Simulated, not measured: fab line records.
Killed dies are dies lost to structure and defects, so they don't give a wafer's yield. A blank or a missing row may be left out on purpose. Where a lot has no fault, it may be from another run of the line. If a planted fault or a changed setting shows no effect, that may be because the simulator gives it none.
Matching of chambers -- flow n5 finfet -- N5_FIN_SAQP_ETCH_64 on rie si-01 has 4 sister chambers
The step etches SiO2 in CF4, target depth 1.5 nm. 22 wafers are shown with their chamber, then 11 later ones without.

## WAFERS PAIRED WITH THEIR CHAMBERS
wafer,chamber,throttle valve pct (%),drypump motor current A (A),oes product au (a.u.)
L076.4,2,21.35,5.7,1.003
L076.5,2,21.36,5.7,0.998
L076.6,3,21.95,5.0,1.019
L081.2,1,21.89,5.3,0.993
L081.4,3,21.94,5.0,1.005
L081.6,3,21.95,5.0,1.018
L085.1,3,21.94,5.0,1.025
L085.2,0,21.74,5.5,1.036
L085.4,2,21.35,5.7,0.997
L086.1,2,21.34,5.7,1.002
L086.3,0,21.75,5.5,1.032
L086.4,0,21.74,5.5,1.028
L087.3,1,21.90,5.4,0.963
L087.5,2,21.36,5.7,1.006
L087.6,1,21.90,5.3,0.962
L089.1,3,21.93,5.0,1.017
L089.4,2,21.37,5.7,0.998
L089.6,0,21.74,5.5,1.027
L090.1,0,21.75,5.5,1.030
L090.2,2,21.36,5.7,1.002
L090.5,1,21.92,5.3,0.963
L092.1,0,21.73,5.5,1.026

SIGNATURES (averages over the wafers above)
reading,chamber 0,chamber 1,chamber 2,chamber 3,scatter within a chamber
throttle valve pct,21.7417,21.9025,21.3557,21.9420,0.00946
drypump motor current A,5.500,5.325,5.700,5.000,0.0204
oes product au,1.02983,0.97025,1.00086,1.01680,0.00759
Rule: for a wafer and a chamber, the distance is found by dividing, reading by reading, the gap between the wafer's reading and the chamber's mean by the reading's scatter, squaring, summing and taking the root. If the next closest chamber is less than 2 further off than the closest, the wafer can't be placed; otherwise it belongs to the closest. How the scatter is found: for the shown wafers, subtract from each reading the mean of its chamber, square and add these, divide the total by (wafers less chambers), then take the root.

## WAFERS MISSING THEIR CHAMBER
wafer,throttle valve pct (%),drypump motor current A (A),oes product au (a.u.)
L092.3,21.37,5.7,0.999
L092.6,21.37,5.7,1.000
L094.1,21.91,5.3,0.972
L094.2,21.95,5.0,1.015
L094.3,21.36,5.7,1.003
L095.2,21.72,5.5,1.029
L095.3,21.93,5.3,0.956
L095.6,21.37,5.7,0.997
L096.1,21.94,5.0,1.027
L096.3,21.35,5.7,1.000
L096.5,21.92,5.3,0.953

## WHICH CHAMBER EACH ONE RAN IN
wafer,from the rows above,in truth
L092.3,2,2
L092.6,2,2
L094.1,1,1
L094.2,3,3
L094.3,2,2
L095.2,0,0
L095.3,1,1
L095.6,2,2
L096.1,3,3
L096.3,2,2
L096.5,1,1
Placed correctly: 11 of 11. From these rows, 0 cannot be placed. Wrongly placed: 0.
